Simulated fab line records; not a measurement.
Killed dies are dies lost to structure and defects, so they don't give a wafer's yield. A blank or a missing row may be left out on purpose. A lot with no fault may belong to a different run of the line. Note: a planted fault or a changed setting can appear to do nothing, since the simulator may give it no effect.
fab line records	flow nandHarc	part 1 of 2: steps 1 to 25 of 36
record lots=5	wafers=15	lastDay=31
route steps=1302 shown P_M0@277 P_M1@285
lots that met no fault: taken from a fault-free run of the same line
startH: the number of hours between the record's first day and the start of the first shown wafer of the lot	waitH: how many hours have passed since the lot's step before this one	" the same as in the row above	L1.1+2: a row that stands for several wafers	- value missing, or start not given	* or withheld: withheld	< > ~ a bound
route shown NAME@n: a module of which the file shows steps, and the number in the route of the first	usual: average and standard deviation across the fault-free wafers	same: alike in all rows	chamber/n: place in a boat	sites: readings site by site	_std_site: how widely they spread, as a standard deviation	_edge_site: the outer-site mean with the inner-site mean subtracted	radiusMm: for every site, how far away it sits from the centre of the wafer	mask NAME#n: copy n	behind: the most recent tool/chamber to have shaped the wafer	hold: the reason the lot was held/the length of the hold in hours/how it ended	device: whichever transistor did not switch (one of n, p or np)	end of line: at the end of the route, the tests of the same wafers	a step without rows: its recipe alone	killed: dies that structure and defects cost at the first sort, which is not the same as the wafer's yield	map: shows each die of a wafer: x if killed, . if not, _ if none is there
set.NAME: setting as actually run; set.NAME@STEP: the setting as run at that earlier step	model.NAME: the simulator's own value behind a step, which no gauge read
lots seen at some steps along the route; tables by step, rows by wafer
services: when a tool's chamber went out of use (startH, in hours from the record's first day, below 0 if earlier), for how many hours, and the reason
## steps
# step NHARC_P_M0_ANNEAL_30
# recipe tempC=225	timeS=90
# usual wafer_temp_C_max=226.04/0.27
lot.wafer	tool	chamber	startH	waitH	wafer_temp_C_max
L076.1	rtpAnneal-02	0	138.49	0.3	225.91
L076.3	"	0	"	"	225.96
L076.6	"	0	"	"	226.10
L077.2	rtpAnneal-02	0	149.45	0.5	226.20
L077.3	"	0	"	"	226.40
L077.4	"	0	"	"	225.71
L084.1	rtpAnneal-01	0	231.51	0.3	226.33
L084.2	"	0	"	"	225.84
L084.6	"	0	"	"	225.97
L079.2	rtpAnneal-02	0	236.84	-	226.63
L079.4	"	0	"	"	226.06
L079.6	"	0	"	"	226.48
L087.3	rtpAnneal-02	0	264.79	-	226.06
L087.4	"	0	"	"	226.46
L087.6	"	0	"	"	226.12
# step NHARC_P_M0_CMP_23
# recipe tOverpolishS=20	targetThkNm=117.54
# usual edgeZonePressureFrac=1.001/0.0049	motorCurrentA=11.9/1.5	slurryFilterDpKPa=13.51/0.13	timeToEndpointS=28.7/2.4
lot.wafer	tool	chamber	startH	waitH	edgeZonePressureFrac	motorCurrentA	slurryFilterDpKPa	timeToEndpointS
L076.3	cmp-03	0	138.89	-	1.005	11.2	13.29	25.4
L076.1	"	1	"	"	1.009	13.1	13.47	25.6
L076.6	"	3	"	"	0.999	9.0	13.57	26.4
L077.4	cmp-03	2	149.75	-	1.002	11.5	13.65	27.1
L077.3	"	0	"	"	1.002	11.2	13.47	24.5
L077.2	"	1	"	"	0.994	12.7	13.61	26.8
L084.1	cmp-01	1	231.91	-	1.009	11.4	13.39	31.1
L084.2	"	3	"	"	1.001	14.4	13.55	27.5
L084.6	"	0	"	"	1.001	12.0	13.45	26.1
L079.4	cmp-01	1	237.13	-	0.998	10.8	13.49	30.5
L079.2	"	0	"	"	1.010	11.9	13.47	26.2
L079.6	"	1	"	"	0.993	10.9	13.19	29.2
L087.3	cmp-02	2	265.03	-	1.004	13.3	13.67	33.0
L087.4	"	0	"	"	0.999	10.8	13.60	28.3
L087.6	"	2	"	"	0.998	13.5	13.39	33.3
# step NHARC_P_M0_THK_MEAS_24
# recipe thkMeasGauge=xrf
# usual thkNm=117.8/1.6
lot.wafer	tool	chamber	startH	waitH	thkNm
L076.1	filmMetro-02	-	139.15	-	116.2
L076.3	"	-	"	"	115.4
L076.6	"	-	"	"	114.3
L077.2	filmMetro-02	-	150.07	-	119.6
L077.3	"	-	"	"	118.0
L077.4	"	-	"	"	116.5
L084.1	filmMetro-02	-	232.20	-	118.8
L084.2	"	-	"	"	117.7
L084.6	"	-	"	"	118.7
L079.2	filmMetro-02	-	237.45	-	116.1
L079.4	"	-	"	"	117.6
L079.6	"	-	"	"	116.7
L087.3	filmMetro-01	-	265.34	-	118.9
L087.4	"	-	"	"	118.3
L087.6	"	-	"	"	119.5
# step NHARC_P_M0_SRD_25
lot.wafer	tool	chamber	startH	waitH
L076.3+6+1	wetBench-08	7,1,3	139.19	0.0
L077.3+2+4	wetBench-08	1,3,5	150.11	0.0
L084.2+1+6	wetBench-08	3,5,6	232.24	0.0
L079.2+6+4	wetBench-10	0,3,4	237.49	0.0
L087.6+3+4	wetBench-08	6,1,2	265.38	0.0
# step NHARC_P_M0_INSPECT_27
# usual rawDefectCount=315/110
lot.wafer	tool	chamber	startH	waitH	rawDefectCount
L076.1	defectInspect-01	-	139.31	0.0	183
L076.3	"	-	"	"	247
L076.6	"	-	"	"	339
L077.2	defectInspect-02	-	150.22	0.0	171
L077.3	"	-	"	"	237
L077.4	"	-	"	"	131
L084.1	defectInspect-01	-	232.35	0.0	202
L084.2	"	-	"	"	263
L084.6	"	-	"	"	329
L079.2	defectInspect-02	-	237.61	0.0	223
L079.4	"	-	"	"	293
L079.6	"	-	"	"	236
L087.3	defectInspect-01	-	265.50	0.0	285
L087.4	"	-	"	"	465
L087.6	"	-	"	"	495
# step NHARC_P_M0_PRE_CLEAN_31
# recipe timeS=12	tempC=370	rfPowerW=300	gas=NH3
# usual heaterPowerW=650/51
lot.wafer	tool	chamber	startH	waitH	heaterPowerW
L076.3	pecvd-02	1	139.67	0.4	595
L076.1	"	2	"	"	593
L076.6	"	0	"	"	606
L077.2	pecvd-03	2	150.29	0.1	629
L077.3	"	1	"	"	710
L077.4	"	0	"	"	666
L084.1	pecvd-04	2	232.45	0.1	703
L084.2	"	0	"	"	681
L084.6	"	0	"	"	662
L079.2	pecvd-04	1	237.79	0.2	604
L079.4	"	1	"	"	589
L079.6	"	2	"	"	672
L087.3	pecvd-02	1	265.58	0.1	639
L087.4	"	1	"	"	626
L087.6	"	2	"	"	620
# step NHARC_P_M0_DEP_32
# recipe targetThkA=300	tempC=370	targetThkNm=30	pressureTorr=3	flowSccm=200	rfW=450	material=SiCN
# usual heaterPowerW=598/67
lot.wafer	tool	chamber	startH	waitH	heaterPowerW
L076.3	pecvd-02	1	139.78	0.1	635
L076.1	"	2	"	"	523
L076.6	"	0	"	"	636
L077.2	pecvd-03	2	150.37	0.1	691
L077.3	"	1	"	"	590
L077.4	"	0	"	"	565
L084.1	pecvd-04	2	232.56	0.1	714
L084.2	"	0	"	"	630
L084.6	"	0	"	"	628
L079.2	pecvd-04	1	237.87	0.1	609
L079.4	"	1	"	"	589
L079.6	"	2	"	"	690
L087.3	pecvd-02	1	265.69	0.1	650
L087.4	"	1	"	"	640
L087.6	"	2	"	"	560
# step NHARC_P_M1_DEP_00
# recipe targetThkA=1825	targetThkNm=182.5	tempC=withheld	pressureTorr=5	flowSccm=200	rfW=600	material=SiOC
lot.wafer	tool	chamber	startH	waitH
L076.1+3+6	pecvd-04	0,1,2	140.15	-
L077.2+3+4	pecvd-02	2,0,2	150.85	-
L084.2+1+6	pecvd-04	2,0,0	-	-
L079.2+4+6	pecvd-04	2,0,2	-	-
L087.3+6+4	pecvd-03	1,2,1	266.15	-
# step NHARC_P_M1_DEHYDRATE_01
# recipe tempC=150	timeS=120
lot.wafer	tool	chamber	startH	waitH
L076.1+3+6	lithoTrack-06	0	140.56	-
L077.2+3+4	lithoTrack-01	0	151.21	-
L084.1+2+6	lithoTrack-01	0	233.45	-
L079.2+4+6	lithoTrack-06	0	238.67	-
L087.3+4+6	lithoTrack-04	0	266.46	-
# step NHARC_P_M1_HMDS_02
# recipe timeS=30
lot.wafer	tool	chamber	startH	waitH
L076.1+3+6	lithoTrack-06	0	-	-
L077.2+3+4	lithoTrack-01	0	-	-
L084.1+2+6	lithoTrack-01	0	-	-
L079.2+4+6	lithoTrack-06	0	-	-
L087.3+4+6	lithoTrack-04	0	-	-
# step NHARC_P_M1_COAT_34
# recipe tempC=200	timeS=65
lot.wafer	tool	chamber	startH	waitH
L076.1+3+6	lithoTrack-06	0	-	-
L077.2+3+4	lithoTrack-01	0	-	-
L084.1+2+6	lithoTrack-01	0	-	-
L079.2+4+6	lithoTrack-06	0	-	-
L087.3+4+6	lithoTrack-04	0	-	-
# step NHARC_P_M1_COAT_03
# recipe spinRpm=1500	resistThkNm=90
lot.wafer	tool	chamber	startH	waitH
L076.1+3+6	lithoTrack-06	0	-	-
L077.2+3+4	lithoTrack-01	0	-	-
L084.1+2+6	lithoTrack-01	0	-	-
L079.2+4+6	lithoTrack-06	0	-	-
L087.3+4+6	lithoTrack-04	0	-	-
# step NHARC_P_M1_SOFTBAKE_04
# recipe tempC=105	timeS=55
lot.wafer	tool	chamber	startH	waitH
L076.1+3+6	lithoTrack-06	0	-	-
L077.2+3+4	lithoTrack-01	0	-	-
L084.1+2+6	lithoTrack-01	0	-	-
L079.2+4+6	lithoTrack-06	0	-	-
L087.3+4+6	lithoTrack-04	0	-	-
# step NHARC_P_M1_EBR_05
lot.wafer	tool	chamber	startH	waitH
L076.1+3+6	lithoTrack-06	0	-	-
L077.2+3+4	lithoTrack-01	0	-	-
L084.1+2+6	lithoTrack-01	0	-	-
L079.2+4+6	lithoTrack-06	0	-	-
L087.3+4+6	lithoTrack-04	0	-	-
# step NHARC_P_M1_EXPOSE_06
# recipe na=1.35	targetCdNm=130	doseMj=81.88	maskId=P_M1
# usual focusOffsetNm=0.0/0.53
lot.wafer	tool	chamber	startH	waitH	mask	focusOffsetNm
L076.1	arfiScanner-03	0	140.72	-	P_M1#0	-1.4
L076.3	"	0	"	"	P_M1#0	0.2
L076.6	"	0	"	"	P_M1#0	-1.0
L077.2	arfiScanner-01	0	151.50	-	P_M1#0	-0.3
L077.3	"	0	"	"	P_M1#0	-0.8
L077.4	"	0	"	"	P_M1#0	-0.2
L084.1	arfiScanner-02	0	233.74	-	P_M1#0	-0.4
L084.2	"	0	"	"	P_M1#0	-0.2
L084.6	"	0	"	"	P_M1#0	-0.7
L079.2	arfiScanner-01	0	238.84	-	P_M1#0	0.3
L079.4	"	0	"	"	P_M1#0	0.4
L079.6	"	0	"	"	P_M1#0	-0.3
L087.3	arfiScanner-02	0	266.64	-	P_M1#0	0.8
L087.4	"	0	"	"	P_M1#0	0.0
L087.6	"	0	"	"	P_M1#0	0.1
# step NHARC_P_M1_PEB_07
# recipe pebTempC=100	pebTimeS=65
lot.wafer	tool	chamber	startH	waitH
L076.1+3+6	lithoTrack-01	0	140.79	0.1
L077.2+3+4	lithoTrack-01	0	151.56	0.1
L084.1+2+6	lithoTrack-06	0	233.80	0.1
L079.2+4+6	lithoTrack-01	0	238.89	0.1
L087.3+4+6	lithoTrack-06	0	266.69	0.0
# step NHARC_P_M1_DEVELOP_08
# recipe developTimeS=35	devTempC=23
lot.wafer	tool	chamber	startH	waitH
L076.1+3+6	lithoTrack-01	0	-	-
L077.2+3+4	lithoTrack-01	0	-	-
L084.1+2+6	lithoTrack-06	0	-	-
L079.2+4+6	lithoTrack-01	0	-	-
L087.3+4+6	lithoTrack-06	0	-	-
# step NHARC_P_M1_CD_MEAS_09
# recipe targetCdNm=130	landingEnergyEv=500
# usual cdNm=130.2/0.64
lot.wafer	tool	chamber	startH	waitH	cdNm
L076.1	cdSem-02	0	140.87	-	130.4
L076.3	"	0	"	"	129.0
L076.6	"	0	"	"	130.3
L077.2	cdSem-02	0	151.64	-	130.3
L077.3	"	0	"	"	130.6
L077.4	"	0	"	"	130.5
L084.1	cdSem-03	0	233.88	-	130.4
L084.2	"	0	"	"	130.6
L084.6	"	0	"	"	130.6
L079.2	cdSem-01	0	238.97	-	130.3
L079.4	"	0	"	"	129.1
L079.6	"	0	"	"	129.6
L087.3	cdSem-02	0	266.77	-	130.4
L087.4	"	0	"	"	129.3
L087.6	"	0	"	"	130.1
# step NHARC_P_M1_OVL_MEAS_10
# recipe pitchNm=260
# usual overlayXNm=0.4/0.86	overlayYNm=-0.2/0.86
lot.wafer	tool	chamber	startH	waitH	overlayXNm	overlayYNm
L076.1	overlay-02	-	140.96	-	-0.2	-0.5
L076.3	"	-	"	"	0.0	-1.0
L076.6	"	-	"	"	-0.1	-1.2
L077.2	overlay-01	-	151.72	-	0.3	1.3
L077.3	"	-	"	"	-0.2	0.9
L077.4	"	-	"	"	-0.1	1.6
L084.1	overlay-01	-	233.97	-	1.2	1.1
L084.2	"	-	"	"	1.8	1.2
L084.6	"	-	"	"	1.2	1.2
L079.2	overlay-01	-	239.06	-	2.3	-1.9
L079.4	"	-	"	"	2.5	-1.9
L079.6	"	-	"	"	2.2	-1.7
L087.3	overlay-01	-	266.86	-	1.2	1.2
L087.4	"	-	"	"	1.0	1.0
L087.6	"	-	"	"	0.7	1.4
# step NHARC_P_M1_INSPECT_11
# usual rawDefectCount=5.0/2.9
lot.wafer	tool	chamber	startH	waitH	rawDefectCount
L076.1	defectInspect-01	-	140.99	0.0	14
L076.3	"	-	"	"	4
L076.6	"	-	"	"	10
L077.2	defectInspect-02	-	151.76	0.0	7
L077.3	"	-	"	"	5
L077.4	"	-	"	"	2
L084.1	defectInspect-01	-	234.01	0.0	5
L084.2	"	-	"	"	1
L084.6	"	-	"	"	2
L079.2	defectInspect-02	-	239.10	0.0	2
L079.4	"	-	"	"	3
L079.6	"	-	"	"	5
L087.3	defectInspect-01	-	266.89	0.0	4
L087.4	"	-	"	"	1
L087.6	"	-	"	"	1
# step NHARC_P_M1_DESCUM_14
# recipe timeS=3	o2FlowSccm=200	arFlowSccm=0	biasPowerW=0	chemistry=O2
# usual chamberPressureMTorr=60.00/0.054	drypumpMotorCurrentA=5.8/0.45	oesProductAu=0.997/0.0095	rfVppV=57.8/0.87	showerheadPlenumPTorr=1.90/0.066	throttleValvePct=11.310/0.0082
lot.wafer	tool	chamber	startH	waitH	chamberPressureMTorr	drypumpMotorCurrentA	oesProductAu	rfHoursCounterH	rfVppV	showerheadPlenumPTorr	throttleValvePct
L076.3	rieDiel-12	1	141.07	0.1	59.87	5.7	1.012	5	55.9	1.88	11.306
L076.1	"	2	"	"	60.10	5.3	0.993	5	57.3	1.99	11.318
L076.6	"	3	"	"	59.83	5.9	0.994	-	58.3	1.81	11.301
L077.2	rieDiel-03	1	151.82	0.1	60.01	5.7	0.995	2	58.0	1.90	11.310
L077.3	"	0	"	"	60.05	6.7	0.990	2	58.8	1.85	11.301
L077.4	"	0	"	"	60.04	6.7	1.001	-	58.2	1.85	11.296
L084.1	rieDiel-03	1	234.08	0.1	59.94	5.8	1.006	8	57.0	1.90	11.308
L084.2	"	2	"	"	60.06	5.6	1.007	8	58.7	2.04	11.315
L084.6	"	3	"	"	60.04	5.3	1.005	-	57.4	1.91	11.306
L079.4	rieDiel-12	0	239.16	0.1	59.98	6.3	0.996	9	57.8	1.87	11.316
L079.2	"	3	"	"	60.01	6.0	0.989	13	56.8	1.81	11.322
L079.6	"	0	"	"	60.04	6.3	1.001	-	56.5	1.87	11.308
L087.3	rieDiel-12	0	266.95	0.1	59.95	6.3	0.982	10	58.1	1.87	11.322
L087.4	"	2	"	"	60.04	5.3	0.988	14	58.0	1.98	11.305
L087.6	"	1	"	"	60.07	5.7	1.020	-	59.0	1.88	11.311
# step NHARC_P_M1_ETCH_35
# recipe targetDepthA=400	overetchA=120	timeS=43.94	ionEnergyEv=200	n2FlowSccm=150	h2FlowSccm=150	arFlowSccm=0	rfW=400	biasW=150	chemistry=N2/H2
# usual chamberPressureMTorr=29.999/0.028	drypumpMotorCurrentA=5.8/0.46	oesProductAu=0.995/0.0086	rfVppV=430.1/2.2	showerheadPlenumPTorr=2.03/0.076	throttleValvePct=14.171/0.009
lot.wafer	tool	chamber	startH	waitH	chamberPressureMTorr	drypumpMotorCurrentA	oesProductAu	rfHoursCounterH	rfVppV	showerheadPlenumPTorr	throttleValvePct
L076.1	rieDiel-12	0	141.15	0.1	29.958	6.3	0.994	3	428.8	2.00	14.174
L076.3	"	1	"	"	29.961	5.7	1.007	5	428.3	2.01	14.181
L076.6	"	2	"	"	29.980	5.3	0.988	-	432.0	2.12	14.167
L077.3	rieDiel-03	3	151.92	0.1	29.994	5.3	1.001	2	430.0	2.03	14.167
L077.2	"	0	"	"	29.999	6.6	0.996	2	429.3	1.97	14.180
L077.4	"	0	"	"	30.004	6.7	0.998	-	429.9	1.97	14.162
L084.2	rieDiel-03	3	234.16	0.1	29.983	5.3	1.003	8	430.0	2.03	14.163
L084.1	"	0	"	"	30.036	6.7	1.003	7	429.4	1.97	14.179
L084.6	"	2	"	"	29.995	5.6	1.002	-	434.6	2.18	14.157
L079.2	rieDiel-12	2	239.24	0.1	30.003	5.3	0.974	13	432.7	2.12	14.188
L079.4	"	0	"	"	30.016	6.3	0.990	9	427.9	1.99	14.166
L079.6	"	3	"	"	29.969	5.9	0.986	-	428.5	1.93	14.170
L087.3	rieDiel-12	0	267.05	0.1	29.949	6.3	0.990	10	430.2	1.99	14.163
L087.4	"	1	"	"	29.977	5.7	1.000	14	430.4	2.00	14.169
L087.6	"	3	"	"	29.959	5.9	0.995	-	427.2	1.92	14.165
# step NHARC_P_M1_ETCH_15
# recipe targetDepthA=1825	timeS=91.2	c4f8FlowSccm=withheld	arFlowSccm=400	rfW=600	biasW=300	chemistry=C4F8/Ar
# usual chamberPressureMTorr=25.000/0.024	oesProductAu=0.957/0.02	rfVppV=440.4/2.3
lot.wafer	tool	chamber	startH	waitH	chamberPressureMTorr	oesProductAu	rfHoursCounterH	rfVppV
L076.1	rieDiel-12	1	-	-	24.973	0.988	5	438.1
L076.3	"	0	"	"	25.018	0.953	3	439.0
L076.6	"	2	"	"	24.989	0.958	-	443.0
L077.3	rieDiel-03	1	-	-	24.990	0.953	2	440.6
L077.2	"	3	"	"	25.005	0.960	2	440.4
L077.4	"	0	"	"	25.005	0.953	-	438.2
L084.1	rieDiel-03	1	-	-	25.006	0.972	8	441.8
L084.2	"	2	"	"	24.985	0.978	8	443.5
L084.6	"	0	"	"	24.948	0.963	-	440.0
L079.2	rieDiel-12	1	-	-	24.955	0.972	12	439.9
L079.4	"	2	"	"	24.997	0.957	13	442.8
L079.6	"	0	"	"	25.002	0.959	-	439.4
L087.4	rieDiel-12	2	-	-	24.971	0.913	15	444.5
L087.3	"	1	"	"	24.972	0.922	14	441.1
L087.6	"	2	"	"	24.985	0.920	-	442.1
# step NHARC_P_M1_CD_MEAS_16
# usual cdNm=130.2/0.98
lot.wafer	tool	chamber	startH	waitH	cdNm
L076.1	cdSem-03	-	141.36	-	130.0
L076.3	"	-	"	"	129.1
L076.6	"	-	"	"	129.5
L077.2	cdSem-01	-	152.21	-	129.2
L077.3	"	-	"	"	129.8
L077.4	"	-	"	"	129.4
L084.1	cdSem-02	-	234.37	-	130.2
L084.2	"	-	"	"	130.6
L084.6	"	-	"	"	130.0
L079.2	cdSem-01	-	239.48	-	129.6
L079.4	"	-	"	"	127.6
L079.6	"	-	"	"	130.0
L087.3	cdSem-02	-	267.26	-	129.7
L087.4	"	-	"	"	130.6
L087.6	"	-	"	"	129.7
# step NHARC_P_M1_STRIP_18
# recipe powerW=1000	n2FlowSccm=150	h2FlowSccm=150	arFlowSccm=0	biasW=0	chemistry=N2/H2
# usual chamberPressureMTorr=29.999/0.03	drypumpMotorCurrentA=5.9/0.47	oesProductAu=0.996/0.0094	rfVppV=90.5/0.89	showerheadPlenumPTorr=2.03/0.074	throttleValvePct=14.172/0.01
lot.wafer	tool	chamber	startH	waitH	chamberPressureMTorr	drypumpMotorCurrentA	oesProductAu	rfHoursCounterH	rfVppV	showerheadPlenumPTorr	throttleValvePct
L076.3	rieDiel-12	0	141.43	0.1	30.036	6.3	0.986	3	89.8	2.00	14.166
L076.1	"	1	"	"	29.987	5.7	1.005	5	90.6	2.01	14.172
L076.6	"	0	"	"	29.924	6.3	0.986	-	90.4	1.99	14.172
L077.3	rieDiel-12	1	152.37	0.2	30.075	5.7	1.015	6	90.5	2.01	14.167
L077.2	"	2	"	"	29.987	5.3	0.996	7	92.2	2.12	14.181
L077.4	"	0	"	"	30.032	6.3	1.002	4	90.1	2.00	14.155
L084.1	rieDiel-03	3	234.50	0.1	30.001	5.3	1.000	8	89.5	2.03	14.166
L084.2	"	0	"	"	30.020	6.7	1.005	7	89.7	1.97	14.170
L084.6	"	2	"	"	29.950	5.6	1.012	-	91.2	2.18	14.186
L079.4	rieDiel-06	1	239.55	0.1	29.994	6.1	1.001	31	90.7	2.07	14.158
L079.2	"	2	"	"	29.961	5.8	0.986	33	88.4	1.94	14.167
L079.6	"	2	"	"	29.950	5.8	0.995	-	89.6	1.94	14.147
L087.3	rieDiel-03	1	267.33	0.1	30.011	5.7	0.987	9	91.0	2.03	14.176
L087.4	"	0	"	"	29.997	6.7	1.001	9	91.0	1.97	14.162
L087.6	"	1	"	"	29.995	5.7	0.987	-	89.9	2.03	14.157
